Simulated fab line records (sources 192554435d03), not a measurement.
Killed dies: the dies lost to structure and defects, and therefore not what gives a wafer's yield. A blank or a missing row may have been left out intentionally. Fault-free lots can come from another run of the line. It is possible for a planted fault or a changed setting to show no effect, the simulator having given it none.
Struck lot and sound lot, side by side ; flow n5Finfet ; 15 steps out of a route of 1938
Sound: wafers L272.1, L272.3, L272.6. Struck: wafers L273.3, L273.5, L273.6. Last of all comes the cause.
For every step that has rows: the tool of each side, followed by ch and its chambers, followed by its first start. Under that, the readings that differ: sound wafers ; struck wafers ; difference of the means ; sigmas: that difference in standard deviations of wafers without a fault.
alike: readings with means less than 2 such deviations apart, plus words and numbers identical on both sides. not compared: withheld readings, readings lacking a value on some wafer, bounds such as >300 that could conceal the same value, and numbers that have no deviation in the record and whose values overlap.
The two part at a step that has a row with sigmas, a row that says differs or no value, or rows on one side only. Non-overlapping numbers with no deviation appear without sigmas and do not part them. Lack of a reading on every wafer of one side parts them only where that side has two or more wafers.

first, 1 step without rows for these wafers: N5_BEOL_M12_STRIP_70 (strips in C4F8/O2/Ar).
N5_BEOL_M12_OCD_MEAS_35:
  struck on ocd-01, day 14 21:32; sound on ocd-02, day 15 18:01
  alike: trenchDepthNm
then, 1 step without rows for these wafers: N5_BEOL_M12_STRIP_37 (strips in N2/H2).
N5_BEOL_M12_ETCH_38: etches SiCN in CF4/N2, target depth 68.7 nm, time 73.4 s.
  sound on rieDiel-04 ch 0,1,3, day 15 20:40; struck on rieDiel-03 ch 0,2,3, day 14 21:42
  alike: drypumpMotorCurrentA, oesProductAu, rfVppV, showerheadPlenumPTorr, throttleValvePct
  not compared: rfHoursCounterH
then, 2 steps without rows for these wafers: N5_BEOL_M12_PRECLEAN_39 (cleans in residue remover, time 60 s); N5_BEOL_M12_SRD_40 (time 30 s, dry time 30 s).
N5_BEOL_M12_DEGAS_41: time 60 s.
  struck on pvdSputter-02, day 14 21:59; sound on pvdSputter-01, day 15 21:28
  alike: heaterPowerW
then, 1 step without rows for these wafers: N5_BEOL_M12_PRE_CLEAN_42 (time 30 s).
N5_BEOL_M12_SPUTTER_43: material TaN, target thk 15 nm, time 24.19 s.
  struck on pvdSputter-02, day 14 22:04; sound on pvdSputter-01, day 15 21:32
  alike: throttleValvePct
N5_BEOL_M12_SPUTTER_44: material Ta, target thk 10 nm, time 16.13 s.
  struck on pvdSputter-02, day 14 22:09; sound on pvdSputter-01, day 15 21:37
  alike: throttleValvePct
N5_BEOL_M12_SPUTTER_45: material Cu, target thk 80 nm, time 13.33 s.
  struck on pvdSputter-02, day 14 22:14; sound on pvdSputter-01, day 15 21:42
  alike: throttleValvePct
then, 1 step without rows for these wafers: N5_BEOL_M12_ECD_47 (material Cu, target thk 720 nm).
N5_BEOL_M12_ANNEAL_48: time 90 s.
  struck on rtpAnneal-01, day 14 22:35; sound on rtpAnneal-01 ch 0, day 15 21:58
  no value came back on the struck wafers for annealTempC (C), annealTempCMax, wafer_temp_C_max; on the sound wafers annealTempC (C) reads 225.11 224.97 224.74
then, 1 step without rows for these wafers: N5_BEOL_M12_CMP_49 (polishes, stops on SiOC, t overpolish 20.6 s, target thk 320 nm).
N5_PASSIVATION_PROBE_49:
  struck on prober-01, day 16 09:24; sound on prober-01, day 17 10:00
  alike: defectLimitedYield, killed_at_M0_to_M3, killed_at_M4_up, killedAtContacts, killedAtFrontEnd, killedAtOther, killedDies, killedOnRim, killedOpen, killedShort, sort_bin_5_function, sort_bin_6_memory, sortNPass, sortYieldPct

WHERE THEY PART
At N5_BEOL_M12_ANNEAL_48 and nowhere else, as far as this record goes. Later steps at which nothing parts them and some readings are alike: N5_PASSIVATION_PROBE_49.

WHY: the cause the simulator had injected
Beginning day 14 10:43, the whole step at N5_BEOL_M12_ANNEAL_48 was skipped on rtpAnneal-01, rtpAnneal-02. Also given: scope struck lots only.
